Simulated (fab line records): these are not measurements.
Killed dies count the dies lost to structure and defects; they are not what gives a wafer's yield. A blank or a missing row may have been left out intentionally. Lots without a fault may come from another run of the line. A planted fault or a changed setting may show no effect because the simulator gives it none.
fab line records | flow n5Finfet
[record] lots = 6 | wafers = 18 | lastDay = 17
route steps=1938 shown BEOL_M15@1808 PASSIVATION@1936
lots with no fault: from the same line, run without faults
startH: the number of hours between the record's first day and the start of the first shown wafer of the lot | waitH: hours since the lot's step before | " unchanged from the row above | L1.1+2: one row covering several wafers at once | - either no value or no given start | * or withheld: withheld | < > ~ a bound
route shown NAME@n: a module of which the file shows steps, and the number in the route of the first | usual: the fault-free wafers' mean and standard deviation | same: alike in all rows | chamber/n: place in a boat | sites: the reading at each site | _std_site: how widely they spread, as a standard deviation | _edge_site: outer sites' mean less inner sites' | radiusMm: how far each site lies from the wafer's centre | mask NAME#n: copy n | behind: the most recent tool/chamber to have shaped the wafer | hold: what put the lot on hold/how long, in hours/how the hold closed | device: the transistor (n, p or np) that didn't switch | end of line: at the end of the route, the tests of the same wafers | a step given without rows: its recipe and nothing more | killed: the dies lost at the first sort to structure and to defects; this is not the yield of the wafer | map: shows each die of a wafer: x if killed, . if not, _ if none is there
set.NAME: the setting that was run; set.NAME@STEP: the one run at that earlier step | model.NAME: the simulator's own value behind a step, which no gauge read
lots seen at some steps along the route; tables by step, rows by wafer
services: when a tool's chamber went out of use (startH, in hours from the record's first day, below 0 if earlier), for how many hours, and the reason
[[steps]]
[step N5_BEOL_M15_ETCH_61]
[recipe] chemistry = N2/H2 | target = BARC | targetDepthA = 890 | overetchA = 267 | timeS = 67.9 | ionEnergyEv = 200 | pressureMtorr = 30 | sourceW = 840 | biasW = 150 | n2FlowSccm = 200 | h2FlowSccm = 200
[step N5_BEOL_M15_TRENCH_ETCH_34]
[recipe] chemistry = C4F8/O2/Ar | target = SiO2 | targetDepthA = 8729.3 | heInnerTorr = 15 | heOuterTorr = 30 | timeS = 199 | ionEnergyEv = 800 | pressureMtorr = 20 | sourceW = 1905 | biasW = 2040 | Ar_flow_sccm = 400 | C4F8_flow_sccm = 16 | O2_flow_sccm = 12
[usual] drypumpMotorCurrentA = 5.8/0.56 | oesProductAu = 0.81/0.072 | rfVppV = 2231/18 | showerheadPlenumPTorr = 3.47/0.11 | throttleValvePct = 30.91/0.17
lot.wafer | tool       | chamber | startH | waitH | drypumpMotorCurrentA | oesProductAu | rfHoursCounterH | rfVppV | showerheadPlenumPTorr | throttleValvePct
L632.1    | rieDiel-01 | 0       | 278.11 | 0.0   | 5.4                  | 0.80         | 102             | 2209   | 3.47                  | 30.74
L632.4    | "          | 3       | "      | "     | 5.4                  | 0.88         | 31              | 2216   | 3.38                  | 30.70
L632.6    | "          | 3       | "      | "     | 5.4                  | 0.88         | -               | 2216   | 3.38                  | 30.68
L641.2    | rieDiel-04 | 3       | 342.55 | 0.0   | 5.9                  | 0.83         | 73              | 2241   | 3.47                  | 30.76
L641.4    | "          | 2       | "      | "     | 6.2                  | 0.72         | 177             | 2235   | 3.31                  | 31.14
L641.6    | "          | 0       | "      | "     | 5.3                  | 0.86         | -               | 2238   | 3.63                  | 30.75
L643.2    | rieDiel-06 | 3       | 361.97 | 0.0   | 5.1                  | 0.98         | 3               | 2256   | 3.65                  | 31.04
L643.3    | "          | 0       | "      | "     | 6.3                  | 0.83         | 86              | 2220   | 3.48                  | 30.84
L643.6    | "          | 2       | "      | "     | 6.6                  | 0.84         | -               | 2256   | 3.49                  | 31.07
L646.1    | rieDiel-06 | 2       | 373.14 | 0.0   | 6.6                  | 0.83         | 70              | 2256   | 3.48                  | 31.08
L646.4    | "          | 3       | "      | "     | 5.1                  | 0.96         | -               | 2257   | 3.65                  | 31.04
L646.6    | "          | 0       | "      | "     | 6.3                  | 0.82         | -               | 2219   | 3.48                  | 30.83
L647.1    | rieDiel-06 | 0       | 375.41 | 0.0   | 6.2                  | 0.81         | 91              | 2218   | 3.48                  | 30.84
L647.5    | "          | 3       | "      | "     | 5.1                  | 0.96         | -               | 2256   | 3.65                  | 31.04
L647.6    | "          | 2       | "      | "     | 6.6                  | 0.85         | -               | 2254   | 3.48                  | 31.10
L650.2    | rieDiel-06 | 2       | 394.67 | 0.0   | 6.6                  | 0.83         | 78              | 2255   | 3.48                  | 31.09
L650.3    | "          | 3       | "      | "     | 5.1                  | 0.94         | 14              | 2257   | 3.64                  | 31.05
L650.4    | "          | 1       | "      | "     | 4.9                  | 0.96         | 7               | 2253   | 3.38                  | 30.73
[step N5_BEOL_M15_STRIP_36]
[recipe] chemistry = O2 | powerW = 600 | tempC = 60 | pressureMtorr = 30 | rfFrequencyHz = 6e+07 | biasPowerW = 0 | overashFraction = 0.3 | o2FlowSccm = 225
[usual] drypumpMotorCurrentA = 5.7/0.59 | oesProductAu = 0.80/0.078 | rfVppV = 3.6/0.96 | showerheadPlenumPTorr = 2.10/0.069 | throttleValvePct = 16.67/0.19
lot.wafer | tool       | chamber | startH | waitH | drypumpMotorCurrentA | oesProductAu | rfHoursCounterH | rfVppV | showerheadPlenumPTorr | throttleValvePct
L632.1    | rieDiel-06 | 0       | 280.65 | 2.4   | 6.2                  | 0.85         | 57              | 3.8    | 2.13                  | 16.42
L632.4    | "          | 2       | "      | "     | 6.6                  | 0.89         | 38              | 2.6    | 2.13                  | 16.65
L632.6    | "          | 1       | "      | "     | 4.9                  | 0.70         | -               | 2.2    | 2.08                  | 16.84
L641.2    | rieDiel-06 | 1       | 344.13 | 1.4   | 5.0                  | 0.71         | 248             | 3.6    | 2.07                  | 16.89
L641.4    | "          | 0       | "      | "     | 6.3                  | 0.84         | -               | 1.6    | 2.12                  | 16.50
L641.6    | "          | 2       | "      | "     | 6.6                  | 0.86         | -               | 3.5    | 2.12                  | 16.66
L643.2    | rieDiel-04 | 0       | 363.39 | 1.2   | 5.3                  | 0.84         | 66              | 2.8    | 2.22                  | 16.53
L643.3    | "          | 1       | "      | "     | 5.9                  | 0.72         | 200             | 4.3    | 2.16                  | 16.81
L643.6    | "          | 2       | "      | "     | 6.2                  | 0.73         | -               | 3.6    | 2.01                  | 16.95
L646.1    | rieDiel-01 | 3       | 375.63 | 2.3   | 5.4                  | 0.82         | 60              | 2.9    | 2.04                  | 16.31
L646.4    | "          | 3       | "      | "     | 5.4                  | 0.81         | -               | 5.3    | 2.04                  | 16.35
L646.6    | "          | 0       | "      | "     | 5.5                  | 0.78         | -               | 3.0    | 2.11                  | 16.59
L647.1    | rieDiel-06 | 3       | 375.99 | 0.4   | 5.1                  | 0.96         | 8               | 4.4    | 2.24                  | 16.66
L647.5    | "          | 0       | "      | "     | 6.2                  | 0.82         | -               | 5.1    | 2.12                  | 16.48
L647.6    | "          | 1       | "      | "     | 5.0                  | 1.01         | -               | 5.3    | 2.07                  | 16.39
L650.2    | rieDiel-04 | 0       | 399.39 | 4.5   | 5.4                  | 0.84         | 77              | 2.2    | 2.22                  | 16.55
L650.3    | "          | 3       | "      | "     | 5.8                  | 0.79         | 89              | 2.5    | 2.12                  | 16.57
L650.4    | "          | 2       | "      | "     | 6.2                  | 0.71         | 194             | 4.9    | 2.01                  | 16.97
[step N5_BEOL_M15_STRIP_62]
[recipe] chemistry = O2 | powerW = 600 | tempC = 60 | pressureMtorr = 30 | rfFrequencyHz = 6e+07 | biasPowerW = 0 | overashFraction = 0.3 | o2FlowSccm = 225
[usual] drypumpMotorCurrentA = 5.7/0.59 | oesProductAu = 0.80/0.078 | rfVppV = 3.7/0.45 | showerheadPlenumPTorr = 2.10/0.069 | throttleValvePct = 16.67/0.19
lot.wafer | tool       | chamber | startH | waitH | drypumpMotorCurrentA | oesProductAu | rfHoursCounterH | rfVppV | showerheadPlenumPTorr | throttleValvePct
L632.1    | rieDiel-06 | 0       | -      | -     | 6.3                  | 0.86         | 57              | 3.3    | 2.13                  | 16.42
L632.4    | "          | 2       | "      | "     | 6.6                  | 0.88         | 38              | 4.1    | 2.13                  | 16.62
L632.6    | "          | 1       | "      | "     | 5.0                  | 0.71         | -               | 3.0    | 2.08                  | 16.84
L641.2    | rieDiel-06 | 1       | -      | -     | 4.9                  | 0.70         | 248             | 3.9    | 2.07                  | 16.86
L641.4    | "          | 0       | "      | "     | 6.3                  | 0.84         | -               | 3.8    | 2.12                  | 16.47
L641.6    | "          | 2       | "      | "     | 6.6                  | 0.85         | -               | 3.3    | 2.12                  | 16.65
L643.2    | rieDiel-04 | 0       | -      | -     | 5.3                  | 0.86         | 66              | 3.4    | 2.22                  | 16.52
L643.3    | "          | 1       | "      | "     | 5.9                  | 0.72         | 200             | 3.6    | 2.16                  | 16.81
L643.6    | "          | 2       | "      | "     | 6.2                  | 0.73         | -               | 3.4    | 2.02                  | 16.96
L646.1    | rieDiel-01 | 3       | -      | -     | 5.4                  | 0.82         | 60              | 4.7    | 2.04                  | 16.36
L646.4    | "          | 3       | "      | "     | 5.4                  | 0.82         | -               | 3.8    | 2.04                  | 16.36
L646.6    | "          | 0       | "      | "     | 5.4                  | 0.77         | -               | 3.3    | 2.11                  | 16.62
L647.1    | rieDiel-06 | 3       | -      | -     | 5.1                  | 0.96         | 8               | 2.8    | 2.24                  | 16.66
L647.5    | "          | 0       | "      | "     | 6.3                  | 0.82         | -               | 4.2    | 2.12                  | 16.50
L647.6    | "          | 1       | "      | "     | 4.9                  | 1.01         | -               | 4.4    | 2.07                  | 16.39
L650.2    | rieDiel-04 | 0       | -      | -     | 5.4                  | 0.84         | 77              | 3.8    | 2.22                  | 16.57
L650.3    | "          | 3       | "      | "     | 5.8                  | 0.82         | 89              | 3.4    | 2.12                  | 16.58
L650.4    | "          | 2       | "      | "     | 6.2                  | 0.72         | 194             | 3.7    | 2.01                  | 16.96
[step N5_BEOL_M15_STRIP_37]
[recipe] chemistry = O2 | powerW = 600 | tempC = 60 | pressureMtorr = 30 | rfFrequencyHz = 6e+07 | biasPowerW = 0 | overashFraction = 0.3 | o2FlowSccm = 225
[usual] drypumpMotorCurrentA = 5.7/0.59 | oesProductAu = 0.80/0.079 | rfVppV = 3.7/0.66 | showerheadPlenumPTorr = 2.10/0.069 | throttleValvePct = 16.67/0.19
lot.wafer | tool       | chamber | startH | waitH | drypumpMotorCurrentA | oesProductAu | rfHoursCounterH | rfVppV | showerheadPlenumPTorr | throttleValvePct
L632.1    | rieDiel-06 | 0       | -      | -     | 6.2                  | 0.86         | 57              | 4.4    | 2.13                  | 16.44
L632.4    | "          | 2       | "      | "     | 6.6                  | 0.90         | 38              | 3.7    | 2.13                  | 16.62
L632.6    | "          | 1       | "      | "     | 4.9                  | 0.72         | -               | 3.8    | 2.08                  | 16.82
L641.2    | rieDiel-06 | 1       | -      | -     | 4.9                  | 0.70         | 248             | 5.3    | 2.07                  | 16.86
L641.4    | "          | 0       | "      | "     | 6.2                  | 0.83         | -               | 3.7    | 2.12                  | 16.46
L641.6    | "          | 2       | "      | "     | 6.6                  | 0.86         | -               | 3.3    | 2.12                  | 16.66
L643.2    | rieDiel-04 | 0       | -      | -     | 5.3                  | 0.86         | 66              | 2.8    | 2.22                  | 16.54
L643.3    | "          | 1       | "      | "     | 5.9                  | 0.72         | 200             | 3.7    | 2.16                  | 16.82
L643.6    | "          | 2       | "      | "     | 6.2                  | 0.72         | -               | 3.4    | 2.01                  | 16.93
L646.1    | rieDiel-01 | 3       | -      | -     | 5.4                  | 0.83         | 60              | 3.8    | 2.04                  | 16.37
L646.4    | "          | 3       | "      | "     | 5.4                  | 0.82         | -               | 3.5    | 2.04                  | 16.36
L646.6    | "          | 0       | "      | "     | 5.4                  | 0.78         | -               | 2.6    | 2.11                  | 16.60
L647.1    | rieDiel-06 | 3       | -      | -     | 5.1                  | 0.97         | 8               | 4.4    | 2.24                  | 16.69
L647.5    | "          | 0       | "      | "     | 6.2                  | 0.83         | -               | 3.6    | 2.12                  | 16.53
L647.6    | "          | 1       | "      | "     | 4.9                  | 1.02         | -               | 4.7    | 2.07                  | 16.40
L650.2    | rieDiel-04 | 0       | -      | -     | 5.4                  | 0.83         | 77              | 3.2    | 2.22                  | 16.56
L650.3    | "          | 3       | "      | "     | 5.9                  | 0.81         | 89              | 3.2    | 2.12                  | 16.60
L650.4    | "          | 2       | "      | "     | 6.2                  | 0.71         | 194             | 3.1    | 2.01                  | 16.99
[step N5_BEOL_M15_ETCH_38]
[recipe] chemistry = CF4/N2 | target = SiCN | targetDepthA = 1064 | taperDeg = 2 | timeS = 120.5 | ionEnergyEv = 150 | maskMaterial = SiO2 | pressureMtorr = 40 | sourceW = 430 | biasW = 70 | Ar_flow_sccm = 100 | cf4FlowSccm = 60 | n2FlowSccm = 60
[step N5_BEOL_M15_PRECLEAN_39]
[recipe] chemistry = residueRemover | timeS = 60 | tempC = 40
[step N5_BEOL_M15_SRD_40]
[recipe] timeS = 30 | tempC = 23 | rinseLiquid = diw | dry = n2Spin | spinRpm = 1500 | dryTimeS = 30
[step N5_BEOL_M15_DEGAS_41]
[recipe] ambient = vacuum | tempC = 300 | timeS = 60
[step N5_BEOL_M15_PRE_CLEAN_42]
[recipe] gas = H2/He | timeS = 30 | tempC = 300
[usual] heaterPowerW = 458/19
lot.wafer | tool          | chamber | startH | waitH | heaterPowerW
L632.1    | pvdSputter-03 | -       | 281.18 | 0.0   | 451
L632.4    | "             | -       | "      | "     | 455
L632.6    | "             | -       | "      | "     | 471
L641.2    | pvdSputter-03 | -       | 344.84 | 0.0   | 462
L641.4    | "             | -       | "      | "     | 476
L641.6    | "             | -       | "      | "     | 468
L643.2    | pvdSputter-03 | -       | 363.87 | 0.0   | 461
L643.3    | "             | -       | "      | "     | 438
L643.6    | "             | -       | "      | "     | 458
L646.1    | pvdSputter-03 | -       | 376.41 | 0.0   | 445
L646.4    | "             | -       | "      | "     | 454
L646.6    | "             | -       | "      | "     | 467
L647.1    | pvdSputter-03 | -       | 376.73 | 0.0   | 468
L647.5    | "             | -       | "      | "     | 444
L647.6    | "             | -       | "      | "     | 451
L650.2    | pvdSputter-01 | -       | 400.05 | 0.0   | 402
L650.3    | "             | -       | "      | "     | 474
L650.4    | "             | -       | "      | "     | 469
[step N5_BEOL_M15_SPUTTER_43]
[recipe] material = TaN | targetThkA = 150 | tempC = 50 | biasV = 168.6 | powerW = 15000 | chamberPressurePa = 0.12 | timeS = 24.19
[step N5_BEOL_M15_SPUTTER_44]
[recipe] material = Ta | targetThkA = 150 | tempC = 50 | biasV = 80 | powerW = 15000 | chamberPressurePa = 0.07 | timeS = 24.19
[usual] chamberPressurePa = 0.06999/0.00015 | throttleValvePct = 30.5/1.1
lot.wafer | tool          | chamber | startH | waitH | chamberPressurePa | throttleValvePct | model.Ta_of_BEOL_M15_SPUTTER_44.thkNm
L632.1    | pvdSputter-03 | -       | 281.30 | 0.0   | 0.06983           | 32.3             | 14.8
L632.4    | "             | -       | "      | "     | 0.07006           | 29.4             | 14.8
L632.6    | "             | -       | "      | "     | 0.07014           | 29.4             | 14.8
L641.2    | pvdSputter-03 | -       | 344.96 | 0.0   | 0.06991           | 32.7             | 15.2
L641.4    | "             | -       | "      | "     | 0.06991           | 31.6             | 15.2
L641.6    | "             | -       | "      | "     | 0.06998           | 31.9             | 15.4
L643.2    | pvdSputter-03 | -       | 363.99 | 0.0   | 0.06994           | 31.5             | 15
L643.3    | "             | -       | "      | "     | 0.06973           | 29.2             | 15
L643.6    | "             | -       | "      | "     | 0.06989           | 29.7             | 15
L646.1    | pvdSputter-03 | -       | 376.53 | 0.0   | 0.07023           | 29.1             | 10.6
L646.4    | "             | -       | "      | "     | 0.06997           | 32.5             | 15
L646.6    | "             | -       | "      | "     | 0.07009           | 29.9             | 15
L647.1    | pvdSputter-03 | -       | 376.85 | 0.0   | 0.06991           | 31.7             | 11
L647.5    | "             | -       | "      | "     | 0.07007           | 29.8             | 10.8
L647.6    | "             | -       | "      | "     | 0.07008           | 32.6             | 15.2
L650.2    | pvdSputter-01 | -       | 400.17 | 0.0   | 0.07011           | 30.3             | 14.6
L650.3    | "             | -       | "      | "     | 0.06986           | 30.9             | 14.6
L650.4    | "             | -       | "      | "     | 0.07011           | 30.3             | 14.8
[step N5_BEOL_M15_SPUTTER_45]
[recipe] material = Cu | targetThkA = 1000 | tempC = -20 | biasV = 60 | powerW = 26000 | chamberPressurePa = 0.13 | timeS = 16.67
[step N5_BEOL_M15_ECD_47]
[recipe] material = Cu | targetThkA = 18600
[step N5_BEOL_M15_ANNEAL_48]
[recipe] tempC = 225 | timeS = 90 | ambient = N2
[step N5_BEOL_M15_CMP_49]
[recipe] stopOn = SiO2 | tOverpolishS = 4.9 | downForcePsi = 2 | platenRpm = 80 | clearingPlatenDownForcePsi = 2 | clearingPlatenRpm = 80 | postCmpClean = cuAlkaline | targetThkNm = 850 | clearingPlatenPadVelocityMS = 1.5917 | padVelocityMS = 1.5917
[usual] barrierFieldEndpointS = 11.37/0.22 | clearingPlatenDownForcePsi = 2.000/0.0034 | motorCurrentA = 8.1/0.59
lot.wafer | tool   | chamber | startH | waitH | barrierFieldEndpointS | clearingPlatenDownForcePsi | motorCurrentA
L632.4    | cmp-03 | 0       | 282.08 | 0.2   | 11.26                 | 1.996                      | 7.9
L632.1    | "      | 2       | "      | "     | 11.65                 | 2.008                      | 9.4
L632.6    | "      | 3       | "      | "     | 11.41                 | 2.001                      | 7.1
L641.4    | cmp-02 | 0       | 345.69 | 0.1   | 11.41                 | 2.000                      | 8.3
L641.2    | "      | 2       | "      | "     | 11.13                 | 1.996                      | 7.9
L641.6    | "      | 1       | "      | "     | 11.52                 | 2.005                      | 7.4
L643.3    | cmp-02 | 2       | 364.92 | 0.2   | 11.48                 | 2.000                      | 7.6
L643.2    | "      | 0       | "      | "     | 11.35                 | 1.999                      | 8.3
L643.6    | "      | 1       | "      | "     | 11.82                 | 1.996                      | 7.7
L646.4    | cmp-01 | 1       | 377.32 | 0.2   | 11.37                 | 1.999                      | 8.6
L646.1    | "      | 3       | "      | "     | 9.96                  | 2.002                      | 8.7
L646.6    | "      | 1       | "      | "     | 11.27                 | 1.999                      | 8.8
L647.1    | cmp-02 | 1       | 377.82 | 0.4   | 10.04                 | 2.000                      | 7.6
L647.5    | "      | 2       | "      | "     | 9.83                  | 1.998                      | 7.8
L647.6    | "      | 3       | "      | "     | 11.40                 | 2.002                      | 7.9
L650.3    | cmp-02 | 1       | 400.91 | 0.2   | 11.56                 | 2.000                      | 7.8
L650.4    | "      | 2       | "      | "     | 11.27                 | 2.001                      | 8.3
L650.2    | "      | 3       | "      | "     | 11.40                 | 2.003                      | 8.3
[step N5_BEOL_M15_THK_MEAS_50]
[recipe] thkMeasGauge = xrf | reads = Cu_of_BEOL_M15_ECD_47
[usual] M15_THK = 859/12
lot.wafer | tool         | chamber | startH | waitH | M15_THK[nm]
L632.1    | filmMetro-02 | -       | 282.33 | -     | 853
L632.4    | "            | -       | "      | "     | 878
L632.6    | "            | -       | "      | "     | 878
L641.2    | filmMetro-01 | -       | 345.99 | -     | 846
L641.4    | "            | -       | "      | "     | 843
L641.6    | "            | -       | "      | "     | 852
L643.2    | filmMetro-01 | -       | 365.18 | -     | 885
L643.3    | "            | -       | "      | "     | 874
L643.6    | "            | -       | "      | "     | 870
L646.1    | filmMetro-02 | -       | 377.57 | -     | 861
L646.4    | "            | -       | "      | "     | 865
L646.6    | "            | -       | "      | "     | 859
L647.1    | filmMetro-01 | -       | 378.00 | -     | 862
L647.5    | "            | -       | "      | "     | 875
L647.6    | "            | -       | "      | "     | 867
L650.2    | filmMetro-01 | -       | 401.20 | -     | 859
L650.3    | "            | -       | "      | "     | 874
L650.4    | "            | -       | "      | "     | 877
[step N5_PASSIVATION_PROBE_49]
[usual] defectLimitedYield = 91.5/1.3 | killed_at_M0_to_M3 = 33/10 | killed_at_M4_up = 13/4 | killedAtContacts = 12/6.3 | killedAtFrontEnd = 39/11 | killedAtOther = 3.4/2.6 | killedDies = 100/15 | killedOpen = 65/11 | killedShort = 34/7.8 | sort_bin_5_function = 5.0/0.89 | sort_bin_6_memory = 3.2/0.58 | sortNPass = 1080/15 | sortYieldPct = 91.5/1.3
[same] grossDies = 1180 | killedAtBackSide = 0 | sort_bin_4_leakage[%] = 0 | sort_bin_8_speed[%] = 0
lot.wafer | tool      | chamber | startH | waitH | defectLimitedYield[%] | killed_at_M0_to_M3 | killed_at_M4_up | killedAtContacts | killedAtFrontEnd | killedAtOther | killedDies | killedOpen | killedShort | sort_bin_5_function[%] | sort_bin_6_memory[%] | sortNPass | sortYieldPct[%]
L643.3    | prober-02 | -       | 382.14 | 0.1   | 93.4                  | 22                 | 10              | 8                | 36               | 2             | 78         | 53         | 25          | 4.6                    | 1.9                  | 1102      | 93.4
// killed by level:class
L643.3 FIN_SAQP:geometricParticle:short=10 MOL_CONTACT_COAG:geometricParticle:open=8 BEOL_M1:geometricParticle:open=8 FIN_SAQP:geometricParticle:open=7 STI_FIN_REVEAL:geometricParticle:open=6 BEOL_M0_SAQP:geometricParticle:open=4 BEOL_M0_SAQP:geometricParticle:short=4 BEOL_M3:geometricParticle:open=4
[[services]]
tool          | chamber | startH | hours | kind
rieDiel-04    | 2       | 255.92 | 2.1   | repair
rieDiel-01    | 3       | 261.33 | 9.2   | repair
cmp-02        | -       | 283.74 | 4.0   | pm
pvdSputter-01 | -       | 283.92 | 0.7   | repair
cmp-02        | -       | 287.74 | -     | consumableReplace:conditioner
cmp-02        | -       | 287.74 | -     | consumableReplace:pad
cmp-03        | -       | 289.82 | 0.5   | repair
cmp-01        | -       | 298.50 | 4.0   | pm
cmp-01        | -       | 304.50 | 4.9   | pm
rieDiel-01    | -       | 326.60 | 0.4   | repair
rieDiel-06    | 3       | 333.41 | 3.6   | repair
rieDiel-06    | 3       | 337.04 | -     | clean
rieDiel-06    | 3       | 337.04 | -     | consumableReplace:focusRing
rieDiel-06    | 3       | 337.04 | -     | consumableReplace:showerhead
rieDiel-06    | 3       | 337.04 | 15.9  | scheduledDown
rieDiel-06    | 3       | 337.04 | 15.9  | ventCycle
rieDiel-01    | -       | 344.99 | 2.8   | pm
rieDiel-06    | 1       | 353.26 | -     | clean
rieDiel-06    | 1       | 353.26 | -     | consumableReplace:focusRing
rieDiel-06    | 1       | 353.26 | 20.5  | scheduledDown
rieDiel-06    | 1       | 353.26 | 20.5  | ventCycle
rieDiel-01    | 1       | 375.05 | 1.9   | repair
rieDiel-06    | 3       | 387.37 | 2.9   | repair
cmp-03        | -       | 400.43 | 0.6   | repair
[[key]]
[firstSign] step = N5_BEOL_M15_CMP_49 | reading = barrierFieldEndpointS | direction = down | sigmas = 6.4 | usual = 11.37 | struck = 9.94
effect none on later readings
[modelEffect] step = N5_BEOL_M15_SPUTTER_44 | value = Ta_of_BEOL_M15_SPUTTER_44.thkNm | without = 15 | struck = 10.8
metAt N5_BEOL_M15_SPUTTER_44
struckWafers L646.1,L647.1,L647.5
onsetBetween 363.99 376.53
[fault] kind = processParameterDrift | tool = pvdSputter-03 | chamber = - | onsetH = 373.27 | steps = N5_BEOL_M15_SPUTTER_44 | channel = timeS | offset = * | shape = step | endH = 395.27 | scope = struckWafersOnly | actsIn = * | stated = *
